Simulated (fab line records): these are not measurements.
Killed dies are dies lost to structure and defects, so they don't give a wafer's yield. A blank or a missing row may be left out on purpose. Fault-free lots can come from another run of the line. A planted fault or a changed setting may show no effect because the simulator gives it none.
Split-lot study	flow n5Finfet	39 wafers read across 7 lots, on a route 1938 steps long

== SPLIT DETAILS ==
At N5_BEOL_M0_DEP_125 (deposits SiCN from 3MS/NH3, target thk 8 nm, time 14 s), the setting timeS was moved away from the recipe's 14 s on 12 of the 39 wafers read, by -54.4% to +34.9%. The other wafers ran this setting at the recipe's value.

Reading taken at the split's own step.

== THE READING ==
SiCN_of_BEOL_M0_DEP_125.thkNm (the simulator's own value, which no gauge read), in nm, at N5_BEOL_M0_DEP_125 (deposits SiCN from 3MS/NH3, target thk 8 nm, time 14 s). The file gives no usual value for it. The 27 wafers here that ran the recipe average 8.0 nm, standard deviation 0.13 nm.

wafer	tool, chamber at the split	timeS as run, s	against the recipe	SiCN_of_BEOL_M0_DEP_125.thkNm, nm	against lot-mates on the recipe
L074.1	pecvd-04, 2,1	14	recipe	8	-
L074.3	pecvd-04, 2,1	14	recipe	8	-
L074.6	pecvd-04, 1	14	recipe	8.2	-
L079.1	pecvd-04, 2,1,2,0	14	recipe	8	-
L079.3	pecvd-04, 2,1,2,0	14	recipe	8	-
L079.4	pecvd-04, 2,1,2,0	14	recipe	8	-
L079.5	pecvd-04, 2,1,2,0	14	recipe	8	-
L079.2	pecvd-04, 0	14	recipe	7.8	-
L079.6	pecvd-04, 1	14	recipe	8.2	-
L084.1	pecvd-04, 0,2,1	14	recipe	8	-
L084.2	pecvd-04, 0,2,1	14	recipe	8	-
L084.3	pecvd-04, 0,2,1	14	recipe	8	-
L084.4	pecvd-04, 1,2	18.89	+34.9%	10.8	+2.8
L084.5	pecvd-04, 1,2	18.89	+34.9%	10.8	+2.8
L084.6	pecvd-04, 0	18.89	+34.9%	11	+3.0
L086.1	pecvd-01, 0	14	recipe	8	-
L086.2	pecvd-01, 1	6.382	-54.4%	3.4	-4.5
L086.3	pecvd-01, 2,1	14	recipe	7.8	-
L086.4	pecvd-01, 2,1	14	recipe	7.8	-
L086.5	pecvd-01, 0,2	6.382	-54.4%	3.6	-4.3
L086.6	pecvd-01, 0,2	6.382	-54.4%	3.6	-4.3
L088.1	pecvd-03, 0	18.1	+29.3%	10.2	+2.1
L088.2	pecvd-03, 1,2	14	recipe	8	-
L088.3	pecvd-03, 1,2	14	recipe	8	-
L088.4	pecvd-03, 1	14	recipe	8.2	-
L088.5	pecvd-03, 2,0	18.1	+29.3%	10.4	+2.3
L088.6	pecvd-03, 2,0	18.1	+29.3%	10.4	+2.3
L090.1	pecvd-03, 1,0	14	recipe	8	-
L090.6	pecvd-03, 1,0	14	recipe	8	-
L090.2	pecvd-03, 2,0,2	14	recipe	7.8	-
L090.3	pecvd-03, 2,0,2	14	recipe	7.8	-
L090.4	pecvd-03, 2,0,2	14	recipe	7.8	-
L090.5	pecvd-03, 1	14	recipe	8.2	-
L093.1	pecvd-01, 0	8.065	-42.4%	4.6	-3.3
L093.5	pecvd-01, 0	8.065	-42.4%	4.6	-3.3
L093.2	pecvd-01, 1	14	recipe	7.8	-
L093.6	pecvd-01, 1	14	recipe	7.8	-
L093.3	pecvd-01, 0	8.065	-42.4%	4.4	-3.5
L093.4	pecvd-01, 1	14	recipe	8	-
Rows listing several chambers each stand for several wafers; the file does not say which wafer went through which chamber.

THE FIT
A straight line over all 39 wafers: SiCN_of_BEOL_M0_DEP_125.thkNm changes by +0.0816 nm for each +1% of timeS; r = +1.00; the points scatter about the line by 0.12 nm.
The same after taking each lot's own level away (the mean of its wafers on the recipe; 39 wafers): +0.0795 nm for each +1%; r = +1.00; scatter 0.11 nm.
According to that fit, moving timeS by its largest amount changes the reading by 4.3 nm.
Measured against the standard deviation above, the lots' own levels, which go from 7.87 to 8.07 nm, span 1.5 times it.
Consequently the slope shifts little with the lot-to-lot level, the two slopes agreeing.
Check: -4.3 nm against its lot-mates is what the line predicts for one of the wafers moved furthest among these (-54.4%) when that wafer is left out of the fit. It came out at -4.47 nm against them.

== THE OTHER SPLITS THESE WAFERS WENT THROUGH ==
These wafers also went through other splits before the reading. Each is held against what the fit with the lots' levels taken away leaves over:
other split on the same wafers	wafers away from the commonest value	r with SiCN_of_BEOL_M0_DEP_125.thkNm (lot level and that fit taken away)
N5_FIN_SAQP_HM_DEP_03 timeS	15	-0.08
N5_MOL_CONTACT_COAG_ALD_27 timeS	12	+0.10

== FILE'S OWN FIT ==
SiCN_of_BEOL_M0_DEP_125.thkNm changes by +0.0795 nm for each +1% of timeS, r = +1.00.
